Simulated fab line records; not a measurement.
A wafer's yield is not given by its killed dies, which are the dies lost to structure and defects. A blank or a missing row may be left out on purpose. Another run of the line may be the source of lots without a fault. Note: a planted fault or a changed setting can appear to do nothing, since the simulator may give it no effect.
Check of tool commonality ; flow n5_finfet ; 9 lots, 27 wafers sampled

## REASON IT WAS OPENED
At N5_BEOL_M4_RC_MEAS_101 the reading RS_NWELL is flagged on 2 of 9 lots. Wafers without a fault read 1036 ohm/sq, standard deviation 6.3.
Rule: a lot is flagged in two cases, either no wafer of it has a number, or all its wafers with numbers fall more than 4 standard deviations from that mean. The other lots count as sound.

lot;measured;on;RS_NWELL (ohm/sq), wafer by wafer;flag
L847;day 8 04:54;prober-01;1037 1032 1041;
L849;day 9 04:48;prober-02;1034 1036 1038;
L852;day 9 05:35;prober-01;1119 1131 1124;FLAGGED
L850;day 9 12:25;prober-02;1126 1112 1121;FLAGGED
L864;day 12 12:24;prober-01;1037 1037 1032;
L865;day 13 00:23;prober-01;1043 1043 1044;
L866;day 13 21:21;prober-02;1033 1035 1044;
L868;day 13 21:41;prober-01;1032 1031 1030;
L869;day 14 04:16;prober-02;1042 1047 1037;
On average the flagged lots' numbers are 1122 ohm/sq, which is +86 ohm/sq against the usual, or +14 standard deviations.

## TOOL THAT RAN EACH LOT
The record holds 4 process steps before the reading, out of a route of 1938 steps. Every cell lists first the tool, next ch and the chambers used by the sampled wafers, and last the start.
lot;flag;N5_ZERO_LAYER_PECVD_02;N5_WELL_APT_DESCUM_13;N5_WELL_APT_IMPLANT_14;N5_PMOS_HMC_CHANNEL_EPI_HM_DEP_34
L847;;pecvd-04 ch 0,1, day 1 18:17;rie_diel-05 ch 0,3, day 1 20:01;implanter-02 ch 0, day 1 20:07;pecvd-04 ch 0,1,2, day 2 00:01
L849;;pecvd-02 ch 0,1, day 2 06:17;rie_diel-06 ch 0,1,2, day 2 07:50;implanter-02 ch 0, day 2 07:56;pecvd-04 ch 0,1,2, day 2 10:52
L852;FLAGGED;pecvd-02 ch 0,1, day 3 00:17;rie_diel-06 ch 0,2,3, day 3 01:59;implanter-02 ch 0, day 3 02:07;pecvd-04 ch 0,1, day 3 05:23
L850;FLAGGED;pecvd-04 ch 0,1,2, day 2 12:17;rie_diel-01 ch 0,2,3, day 2 13:53;implanter-02 ch 0, day 2 13:59;pecvd-04 ch 0,1,2, day 2 17:31
L864;;pecvd-04 ch 0,2, day 6 00:17;rie_diel-06 ch 0,1,2, day 6 01:46;implanter-02 ch 0, day 6 01:52;pecvd-02 ch 1,2, day 6 04:47
L865;;pecvd-02 ch 0,1, day 6 06:17;rie_diel-01 ch 0,1,2, day 6 07:44;implanter-01 ch 0, day 6 07:50;pecvd-02 ch 1,2, day 6 11:34
L866;;pecvd-02 ch 1,2, day 6 12:17;rie_diel-05 ch 0,1,3, day 6 14:14;implanter-01 ch 0, day 6 14:20;pecvd-03 ch 0,1, day 6 17:31
L868;;pecvd-01 ch 0,1,2, day 7 00:17;rie_diel-05 ch 2,3, day 7 01:59;implanter-01 ch 0, day 7 02:05;pecvd-04 ch 0,1,2, day 7 04:55
L869;;pecvd-04 ch 0,2, day 7 06:17;rie_diel-06 ch 1,2,3, day 7 07:38;implanter-02 ch 0, day 7 07:44;pecvd-03 ch 0,1,2, day 7 10:34
What is done by these steps:
- N5_ZERO_LAYER_PECVD_02: deposits SiO2 from SiH4/N2O, target thk 10 nm, time 6 s.
- N5_WELL_APT_DESCUM_13: chemistry O2, time 7.9 s.
- N5_WELL_APT_IMPLANT_14
- N5_PMOS_HMC_CHANNEL_EPI_HM_DEP_34: deposits SiO2 from TEOS/O2, target thk 36 nm, time 6.9 s.
- N5_BEOL_M4_RC_MEAS_101

## FLAGGED OVER TOTAL, TOOL BY TOOL (the gauges that took the reading come last)
step;tool;lots run;flagged;share of the flagged lots;sound lots run after its first flagged lot
N5_ZERO_LAYER_PECVD_02;pecvd-01;1;0;none;-
N5_ZERO_LAYER_PECVD_02;pecvd-02;4;1;some;2 (L865,L866)
N5_ZERO_LAYER_PECVD_02;pecvd-04;4;1;some;2 (L864,L869)
N5_WELL_APT_DESCUM_13;rie_diel-01;2;1;some;1 (L865)
N5_WELL_APT_DESCUM_13;rie_diel-05;3;0;none;-
N5_WELL_APT_DESCUM_13;rie_diel-06;4;1;some;2 (L864,L869)
N5_WELL_APT_IMPLANT_14;implanter-01;3;0;none;-
N5_WELL_APT_IMPLANT_14;implanter-02;6;2;all;2 (L864,L869)
N5_PMOS_HMC_CHANNEL_EPI_HM_DEP_34;pecvd-02;2;0;none;-
N5_PMOS_HMC_CHANNEL_EPI_HM_DEP_34;pecvd-03;2;0;none;-
N5_PMOS_HMC_CHANNEL_EPI_HM_DEP_34;pecvd-04;5;2;all;1 (L868)
N5_BEOL_M4_RC_MEAS_101;prober-01;5;1;some;3 (L864,L865,L868)
N5_BEOL_M4_RC_MEAS_101;prober-02;4;1;some;2 (L866,L869)

## THE TABLE: WHAT IT ALLOWS
Table rows that saw every flagged lot: 2, namely implanter-02 at N5_WELL_APT_IMPLANT_14 and pecvd-04 at N5_PMOS_HMC_CHANNEL_EPI_HM_DEP_34.
- implanter-02 at N5_WELL_APT_IMPLANT_14: 2 of its 6 lots flagged. After the first flagged lot (L864, L869), sound lots still ran on it; a lasting fault on the whole tool would not permit that. Its own readings lie more than 4 standard deviations out on every wafer of the flagged lots: dose_ions_cm2, faraday_current_uA.
- pecvd-04 at N5_PMOS_HMC_CHANNEL_EPI_HM_DEP_34: 2 of its 5 lots flagged. After the first flagged lot (L868), sound lots still ran on it; a lasting fault on the whole tool would not permit that.
None of the table's rows ran every flagged lot and, after the first, no sound lot.

## WHAT WAS PUT IN BY THE SIMULATOR
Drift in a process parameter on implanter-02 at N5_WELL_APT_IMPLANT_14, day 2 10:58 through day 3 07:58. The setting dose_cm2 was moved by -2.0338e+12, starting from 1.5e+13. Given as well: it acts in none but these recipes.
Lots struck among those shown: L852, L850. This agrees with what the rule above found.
